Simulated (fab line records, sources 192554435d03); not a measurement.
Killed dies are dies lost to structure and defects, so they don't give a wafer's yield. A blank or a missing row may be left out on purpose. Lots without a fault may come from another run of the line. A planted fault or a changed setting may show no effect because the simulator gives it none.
Split-lot experiment | flow n5_finfet | 7 lots, 21 wafers read, on a route of 1938 steps

THE SPLIT
At N5_PMOS_HMC_CHANNEL_EPI_COAT_03 (resist thk 205 nm), the setting spin_rpm was moved away from the recipe's 1500 rpm on 6 of the 21 wafers read, by -7.1% to +8.9%. The other wafers ran this setting at the recipe's value.

FROM THE SPLIT TO THE READING: what the file shows between them, 4 steps
- N5_PMOS_HMC_CHANNEL_EPI_EBR_05
- N5_PMOS_HMC_CHANNEL_EPI_SOFTBAKE_04: time 60 s
- N5_PMOS_HMC_CHANNEL_EPI_DESCUM_14: chemistry O2, time 7.9 s
- N5_PMOS_HMC_CHANNEL_EPI_ETCH_32: etches BARC in N2/H2, stops on SiO2, target depth 85.8 nm, time 50.3 s

THE READING
CAR-ArF-block_of_PMOS_HMC_CHANNEL_EPI_COAT_03.thk_nm (the simulator's own value, which no gauge read), in nm, at N5_PMOS_HMC_CHANNEL_EPI_HM_OPEN_15 (chemistry CHF3/O2, target SiO2, target depth 40.6 nm, time 20.3 s). The file gives no usual value for it. The 15 wafers here that ran the recipe average 92.47 nm, standard deviation 1.5 nm.

wafer  | tool, chamber at the split | spin_rpm as run, rpm | against the recipe | CAR-ArF-block_of_PMOS_HMC_CHANNEL_EPI_COAT_03.thk_nm, nm | against lot-mates on the recipe
L075.3 | litho_track-01, 0          | 1500                 | recipe             | 91.09                                                    | -
L075.4 | litho_track-01, 0          | 1405                 | -6.3%              | 100.3                                                    | +10.00
L075.5 | litho_track-01, 0          | 1500                 | recipe             | 89.51                                                    | -
L077.2 | litho_track-01, 0          | 1500                 | recipe             | 93.21                                                    | -
L077.3 | litho_track-01, 0          | 1500                 | recipe             | 90.02                                                    | -
L077.4 | litho_track-01, 0          | 1500                 | recipe             | 94.01                                                    | -
L080.1 | litho_track-04, 0          | 1500                 | recipe             | 92.17                                                    | -
L080.3 | litho_track-04, 0          | 1500                 | recipe             | 91.68                                                    | -
L080.5 | litho_track-04, 0          | 1500                 | recipe             | 92.06                                                    | -
L081.2 | litho_track-04, 0          | 1633                 | +8.9%              | 83.27                                                    | -11.78
L081.5 | litho_track-04, 0          | 1500                 | recipe             | 95.05                                                    | -
L081.6 | litho_track-04, 0          | 1633                 | +8.9%              | 82.68                                                    | -12.37
L085.2 | litho_track-05, 0          | 1408                 | -6.1%              | 98.98                                                    | +7.04
L085.4 | litho_track-05, 0          | 1500                 | recipe             | 91.97                                                    | -
L085.6 | litho_track-05, 0          | 1500                 | recipe             | 91.91                                                    | -
L088.1 | litho_track-01, 0          | 1500                 | recipe             | 93.3                                                     | -
L088.5 | litho_track-01, 0          | 1500                 | recipe             | 94.24                                                    | -
L088.6 | litho_track-01, 0          | 1500                 | recipe             | 93.34                                                    | -
L095.1 | litho_track-01, 0          | 1500                 | recipe             | 93.52                                                    | -
L095.3 | litho_track-01, 0          | 1393                 | -7.1%              | 103.6                                                    | +10.08
L095.6 | litho_track-01, 0          | 1393                 | -7.1%              | 101.4                                                    | +7.88

THE FIT
A straight line over all 21 wafers: CAR-ArF-block_of_PMOS_HMC_CHANNEL_EPI_COAT_03.thk_nm changes by -1.18 nm for each +1% of spin_rpm; r = -0.96; the points scatter about the line by 1.5 nm.
The same after taking each lot's own level away (the mean of its wafers on the recipe; 21 wafers): -1.33 nm for each +1%; r = -0.99; scatter 0.97 nm.
On that fit, the largest move of spin_rpm shifts the reading by 12 nm.
The lots' own levels span 90.300 to 95.050 nm, that is 3.2 times the standard deviation above.
So the lot-to-lot level changes the slope: the two fits differ.
Check: with one of the wafers moved furthest among these (+8.9%) left out of the fit, the line predicts -11.9 nm for it against its lot-mates. It came out at -11.8 nm against them.

OTHER SPLITS ON THESE WAFERS
These wafers also went through other splits before the reading. Each is held against what the fit with the lots' levels taken away leaves over:
other split on the same wafers           | wafers away from the commonest value | r with CAR-ArF-block_of_PMOS_HMC_CHANNEL_EPI_COAT_03.thk_nm (lot level and that fit taken away)
N5_ZERO_LAYER_PECVD_02 time_s            | 6                                    | +0.00
N5_PMOS_HMC_CHANNEL_EPI_COAT_31 spin_rpm | 6                                    | +0.20

THE WHOLE CHAIN: every reading that the file lists as answering this split, in the file's order
step                               | what it does                                                           | reading                                                                                               | change (the file's fit)              | r (the file's)
N5_PMOS_HMC_CHANNEL_EPI_COAT_03    | resist thk 205 nm                                                      | CAR-ArF-block_of_PMOS_HMC_CHANNEL_EPI_COAT_03.thk_nm (the simulator's own value, which no gauge read) | -1.06 nm for each +1% of the setting | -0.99
N5_PMOS_HMC_CHANNEL_EPI_ETCH_32    | etches BARC in N2/H2, stops on SiO2, target depth 85.8 nm, time 50.3 s | CAR-ArF-block_of_PMOS_HMC_CHANNEL_EPI_COAT_03.thk_nm (the simulator's own value, which no gauge read) | -1.25 nm for each +1% of the setting | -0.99
N5_PMOS_HMC_CHANNEL_EPI_HM_OPEN_15 | chemistry CHF3/O2, target SiO2, target depth 40.6 nm, time 20.3 s      | CAR-ArF-block_of_PMOS_HMC_CHANNEL_EPI_COAT_03.thk_nm (the simulator's own value, which no gauge read) | -1.34 nm for each +1% of the setting | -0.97

THE FILE'S OWN FIT
CAR-ArF-block_of_PMOS_HMC_CHANNEL_EPI_COAT_03.thk_nm changes by -1.34 nm for each +1% of spin_rpm, r = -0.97.
